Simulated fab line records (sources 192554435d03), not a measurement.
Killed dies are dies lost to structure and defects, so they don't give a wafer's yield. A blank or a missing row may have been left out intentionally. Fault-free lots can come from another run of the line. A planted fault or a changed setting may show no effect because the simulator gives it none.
What tool caused it? -- flow n5Finfet -- Sampling: 11 lots, 31 wafers, 4 of 1938 route steps

WHAT THE GAUGES READ, wafer by wafer
N5_BEOL_M2_RS_MEAS_58: uses a four-point probe to measure.
lot,measured,on,M2_RS (ohm/sq)
L858,day 7 10:35,filmMetro-02,0.65 0.63 0.65
L860,day 8 01:23,filmMetro-01,0.60 0.67 0.62
L859,day 8 05:50,filmMetro-01,0.65 0.62 0.59
L862,day 8 08:49,filmMetro-02,0.63 0.72 0.65
L863,day 8 15:55,filmMetro-02,0.67 0.64
L876,day 11 20:00,filmMetro-01,0.64 0.63 0.67
L877,day 11 21:24,filmMetro-01,0.60 0.65
L881,day 13 01:08,filmMetro-02,0.67 0.73 0.73
L878,day 13 02:17,filmMetro-02,0.63 0.64 0.67
L880,day 13 04:58,filmMetro-01,0.63 0.71 0.65
L879,day 13 08:59,filmMetro-01,0.62 0.69 0.64

WHAT TOOL EACH LOT RAN ON (gives the tool, then ch and the chambers of the sampled wafers, and finally the start)
lot,N5_BEOL_M2_ANNEAL_51,N5_BEOL_M2_CO_CAP_55,N5_BEOL_M2_DEP_57
L858,"rtpAnneal-02 ch 0, day 7 09:49","cvdCo-02 ch 0,1,2, day 7 10:25","pecvd-04 ch 0,1,2, day 7 10:31"
L860,"rtpAnneal-02 ch 0, day 8 00:22","cvdCo-01 ch 0,1,2, day 8 01:12","pecvd-03 ch 0,1,2, day 8 01:19"
L859,"rtpAnneal-01 ch 0, day 8 05:05","cvdCo-02 ch 0,2, day 8 05:40","pecvd-04 ch 1,2, day 8 05:46"
L862,"rtpAnneal-01 ch 0, day 8 07:57","cvdCo-01 ch 1,2, day 8 08:37","pecvd-04 ch 0,1,2, day 8 08:44"
L863,"rtpAnneal-02 ch 0, day 8 15:07","cvdCo-01 ch 0,1, day 8 15:44","pecvd-04 ch 0,2, day 8 15:52"
L876,"rtpAnneal-02 ch 0, day 11 19:09","cvdCo-01 ch 0,1,2, day 11 19:49","pecvd-03 ch 0,1,2, day 11 19:56"
L877,"rtpAnneal-02 ch 0, day 11 20:35","cvdCo-01 ch 1,2, day 11 21:13","pecvd-01 ch 0,1, day 11 21:20"
L881,"rtpAnneal-01 ch 0, day 13 00:19","cvdCo-01 ch 0,1, day 13 00:56","pecvd-01 ch 0,1, day 13 01:04"
L878,"rtpAnneal-01 ch 0, day 13 01:26","cvdCo-02 ch 1,2, day 13 02:06","pecvd-04 ch 0,1,2, day 13 02:13"
L880,"rtpAnneal-02 ch 0, day 13 04:07","cvdCo-01 ch 0,1,2, day 13 04:47","pecvd-01 ch 0,1,2, day 13 04:54"
L879,"rtpAnneal-01 ch 0, day 13 08:06","cvdCo-02 ch 1,2, day 13 08:46","pecvd-03 ch 1,2, day 13 08:54"
- N5_BEOL_M2_ANNEAL_51: time 90 s.
- N5_BEOL_M2_CO_CAP_55: material Co, precursor CCTBA/H2, target thk 2 nm, time 102.1 s.
- N5_BEOL_M2_DEP_57: deposits SiCN from 3MS/NH3, target thk 8 nm, time 14 s.

THE ANSWER, worked out from the rows above alone
Rule: the lots themselves supply what counts as usual. The widest of any qualifying gaps counts: lots, ordered by their means at a reading, are off when they make up no more than a third of the lots, leave a main group of 4 or more, and stand apart from it by 3 or more times the standard deviation of that group's means. A main group whose means are all the same, to the digits that the tables above print for the reading, isn't used. Also off: a lot with no number at a reading for which 4 or more lots have one. Where the step has rows for the other lots, those lots are counted as sound.
Across all readings shown, no lot is off: no conclusion can be drawn from this.

WHAT THE SIMULATOR HAD INSERTED
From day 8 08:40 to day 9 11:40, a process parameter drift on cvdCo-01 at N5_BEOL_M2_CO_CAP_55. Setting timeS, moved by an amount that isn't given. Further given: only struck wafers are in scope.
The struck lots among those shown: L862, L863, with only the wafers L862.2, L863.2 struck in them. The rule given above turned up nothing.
